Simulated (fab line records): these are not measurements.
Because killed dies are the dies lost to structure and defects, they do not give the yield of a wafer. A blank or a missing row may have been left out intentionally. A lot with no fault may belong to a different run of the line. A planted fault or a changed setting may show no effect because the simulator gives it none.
Comparing a struck lot with a sound one / flow nand_harc / 15 out of 1302 route steps
Sound: the wafers L548.2, L548.3, L548.6. Struck: wafers L540.1, L540.2, L540.6. The cause is named last.
Order at every step that has rows: each side's tool, ch and its chambers, its first start. Under that, the readings that differ: sound wafers / struck wafers / difference of the means / sigmas: that difference in standard deviations of wafers without a fault.
alike: readings with means less than 2 such deviations apart, plus words and numbers identical on both sides. not compared: withheld readings, readings lacking a value on some wafer, bounds such as >300 that could conceal the same value, and numbers that have no deviation in the record and whose values overlap.
Wherever a step has rows on one side only, a row that says differs or no value, or a row with sigmas, the two part there. Non-overlapping numbers with no deviation appear without sigmas and do not part them. Lack of a reading on every wafer of one side parts them only where that side has two or more wafers.

first, 2 steps without rows for these wafers: NHARC_P_GATE_PEB_89 (peb time 85 s); NHARC_P_GATE_DEVELOP_90 (time 70 s).
NHARC_P_GATE_CD_MEAS_91: the cd target is 2000 nm.
  sound on cd_sem-03 ch 0, day 14 03:50; struck on cd_sem-02 ch 0, day 10 22:22
  alike: cd_nm
then, 1 step without rows for these wafers: NHARC_P_GATE_HARDBAKE_92 (time 80 s).
NHARC_P_GATE_DESCUM_93: chemistry O2, time 3 s.
  sound on rie_diel-09 ch 2,3, day 14 04:01; struck on rie_diel-04 ch 1,2, day 10 22:31
  alike: drypump_motor_current_A, oes_product_au, rf_vpp_V, showerhead_plenum_p_Torr, throttle_valve_pct
  not compared: rf_hours_counter_h
after that, 1 step had no rows for these wafers: NHARC_P_GATE_IMPLANT_94.
NHARC_P_GATE_STRIP_113: strips in N2/H2, time 740 s.
  sound on plasma_asher-01 ch 0,1, day 14 04:31; struck on plasma_asher-02 ch 0,1, day 10 22:55
  alike: drypump_motor_current_A, heater_power_w
  not compared: rf_hours_counter_h
NHARC_P_GATE_STRIP_95: strips in O2.
  sound on plasma_asher-01 ch 0,1, day 14 05:07; struck on plasma_asher-02 ch 0,1, day 10 23:38
  alike: drypump_motor_current_A, heater_power_w
  not compared: rf_hours_counter_h
then, 1 step without rows for these wafers: NHARC_P_GATE_STRIP_96 (strips in SPM, time 900 s).
NHARC_P_GATE_RTA_64: time 1 s.
  sound on rtp_anneal-02 ch 0, day 14 05:42; struck on rtp_anneal-01 ch 0, day 11 00:13
reading=lamp_zone_7_pct (%); sound=43 43 43; struck=36 36 36; difference=-7; sigmas=-2
  alike: lamp_power_pct, lamp_zone_3_pct, wafer_temp_C_max
then, 1 step without rows for these wafers: NHARC_P_GATE_ETCH_77 (etches SiO2 in dHF, target depth 6 nm).
NHARC_P_GATE_DEGAS_109: time 60 s.
  sound: pvd_sputter-03 at day 14 05:59; struck: pvd_sputter-03 at day 11 00:31
  alike: heater_power_w
NHARC_P_GATE_PRE_CLEAN_110: time 30 s.
  sound: pvd_sputter-03 at day 14 06:02; struck: pvd_sputter-03 at day 11 00:34
  no value came back on the struck wafers for bias_v (V), time_s (s); on the sound wafers bias_v (V) reads 199.2 203.0 198.5
then, 1 step without rows for these wafers: NHARC_P_GATE_SPUTTER_78 (material Ni, target thk 10 nm).
-- break in the record here, with 18 days between the starts of the struck wafers on either side (left off in module P_GATE, picked up again in module END, where the first step shown is number 1302 on the route) --
NHARC_END_SORT_01:
  at this point the record logs the struck wafers (prober-02 ch 0, day 29 10:11) and has no rows for the sound ones

## WHERE THEY PART
Earliest at NHARC_P_GATE_RTA_64; latest, in this record, at NHARC_END_SORT_01.

WHY: whatever the simulator had introduced
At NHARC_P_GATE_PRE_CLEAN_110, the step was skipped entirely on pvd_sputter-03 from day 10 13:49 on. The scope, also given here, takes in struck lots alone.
